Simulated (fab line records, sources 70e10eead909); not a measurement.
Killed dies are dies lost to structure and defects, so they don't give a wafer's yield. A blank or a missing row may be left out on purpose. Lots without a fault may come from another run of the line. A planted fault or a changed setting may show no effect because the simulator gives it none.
Chamber matching | flow nand_harc | NHARC_P_ZERO_WELL_DESCUM_13 on rie_diel-07: 4 sister chambers
The step chemistry O2, time 3 s. 14 wafers are shown with their chamber, then 7 later ones without.

WAFERS WITH THEIR CHAMBER
wafer  | chamber | drypump_motor_current_A (A) | showerhead_plenum_p_Torr (Torr) | oes_product_au (a.u.)
L074.3 | 0       | 5.9                         | 1.93                            | 1.000
L074.5 | 1       | 6.3                         | 1.87                            | 1.009
L074.6 | 2       | 5.9                         | 1.94                            | 0.990
L075.2 | 2       | 5.9                         | 1.94                            | 0.993
L075.4 | 1       | 6.3                         | 1.87                            | 1.001
L075.5 | 0       | 5.8                         | 1.93                            | 1.006
L079.1 | 2       | 5.9                         | 1.93                            | 1.005
L079.3 | 3       | 4.9                         | 1.85                            | 0.998
L079.4 | 1       | 6.3                         | 1.87                            | 1.013
L083.3 | 0       | 5.8                         | 1.92                            | 0.984
L083.4 | 3       | 4.9                         | 1.85                            | 0.994
L083.6 | 0       | 5.9                         | 1.92                            | 0.991
L085.1 | 0       | 5.8                         | 1.92                            | 1.002
L085.4 | 1       | 6.3                         | 1.86                            | 1.003

SIGNATURES (means of the wafers above)
reading                  | chamber 0 | chamber 1 | chamber 2 | chamber 3 | scatter within a chamber
drypump_motor_current_A  | 5.840     | 6.300     | 5.900     | 4.900     | 0.0346
showerhead_plenum_p_Torr | 1.9240    | 1.8675    | 1.9367    | 1.8500    | 0.00512
oes_product_au           | 0.99660   | 1.00650   | 0.99600   | 0.99600   | 0.00738
Rule: a wafer's distance from a chamber is the root of the sum, over the readings, of the square of ((its reading less the chamber's mean) divided by the reading's scatter). The wafer belongs to the nearest chamber; if the next one is less than 2 further off, it can't be placed. The scatter: the root of (the sum of the squares of (reading less its chamber's mean) over the shown wafers, divided by (wafers less chambers)).

WAFERS WITHOUT THEIR CHAMBER
wafer  | drypump_motor_current_A (A) | showerhead_plenum_p_Torr (Torr) | oes_product_au (a.u.)
L085.5 | 4.9                         | 1.85                            | 1.005
L090.2 | 6.2                         | 1.86                            | 1.008
L090.5 | 5.8                         | 1.91                            | 1.012
L090.6 | 6.3                         | 1.86                            | 1.014
L093.2 | 5.8                         | 1.91                            | 1.011
L093.4 | 5.9                         | 1.92                            | 0.997
L093.5 | 6.3                         | 1.85                            | 1.025

WHICH CHAMBER EACH WENT THROUGH
wafer  | from the rows above     | in truth
L085.5 | 3                       | 3
L090.2 | 1                       | 1
L090.5 | 0                       | 0
L090.6 | 1                       | 1
L093.2 | 0                       | 0
L093.4 | can't be placed: 0 or 2 | 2
L093.5 | 1                       | 1
Placed correctly: 6 of 7. Can't be placed from these rows: 1 (the true chamber is among the candidates in 1). Placed wrongly: 0.
